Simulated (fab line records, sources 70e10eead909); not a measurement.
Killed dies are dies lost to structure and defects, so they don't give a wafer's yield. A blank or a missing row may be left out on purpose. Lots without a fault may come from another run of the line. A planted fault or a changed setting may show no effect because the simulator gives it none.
Chamber matching | flow nand_harc | NHARC_A_SLIT_ETCH_24 on rie_diel-01: 3 sister chambers
The step etches the open film in CF4/CHF3, target depth 121 nm, time 60.5 s. 14 wafers are shown with their chamber, then 6 later ones without.

WAFERS WITH THEIR CHAMBER
wafer  | chamber | showerhead_plenum_p_Torr (Torr) | drypump_motor_current_A (A) | rf_vpp_V (V)
L937.2 | 2       | 1.56                            | 5.6                         | 369.5
L937.4 | 0       | 1.59                            | 6.0                         | 370.5
L937.5 | 1       | 1.52                            | 6.2                         | 368.8
L941.3 | 1       | 1.52                            | 6.2                         | 368.8
L941.5 | 2       | 1.55                            | 5.6                         | 370.3
L941.6 | 1       | 1.52                            | 6.2                         | 368.4
L944.2 | 2       | 1.55                            | 5.6                         | 369.5
L944.4 | 1       | 1.52                            | 6.3                         | 369.5
L944.6 | 1       | 1.52                            | 6.3                         | 368.5
L943.2 | 1       | 1.52                            | 6.3                         | 367.8
L943.4 | 0       | 1.59                            | 6.0                         | 370.0
L943.5 | 0       | 1.59                            | 6.0                         | 371.9
L945.1 | 0       | 1.59                            | 6.0                         | 371.5
L945.2 | 2       | 1.55                            | 5.5                         | 371.0

SIGNATURES (means of the wafers above)
reading                  | chamber 0 | chamber 1 | chamber 2 | scatter within a chamber
showerhead_plenum_p_Torr | 1.5900    | 1.5200    | 1.5525    | 0.00261
drypump_motor_current_A  | 6.000     | 6.250     | 5.575     | 0.0452
rf_vpp_V                 | 370.975   | 368.633   | 370.075   | 0.704
Rule: a wafer's distance from a chamber is the root of the sum, over the readings, of the square of ((its reading less the chamber's mean) divided by the reading's scatter). The wafer belongs to the nearest chamber; if the next one is less than 2 further off, it can't be placed. The scatter: the root of (the sum of the squares of (reading less its chamber's mean) over the shown wafers, divided by (wafers less chambers)).

WAFERS WITHOUT THEIR CHAMBER
wafer  | showerhead_plenum_p_Torr (Torr) | drypump_motor_current_A (A) | rf_vpp_V (V)
L951.1 | 1.55                            | 5.5                         | 371.4
L951.5 | 1.52                            | 6.2                         | 369.8
L951.6 | 1.55                            | 5.5                         | 370.2
L955.2 | 1.52                            | 6.3                         | 368.3
L955.5 | 1.52                            | 6.2                         | 369.9
L955.6 | 1.55                            | 5.5                         | 370.2

WHICH CHAMBER EACH WENT THROUGH
wafer  | from the rows above | in truth
L951.1 | 2                   | 2
L951.5 | 1                   | 1
L951.6 | 2                   | 2
L955.2 | 1                   | 1
L955.5 | 1                   | 1
L955.6 | 2                   | 2
Placed correctly: 6 of 6. Can't be placed from these rows: 0. Placed wrongly: 0.
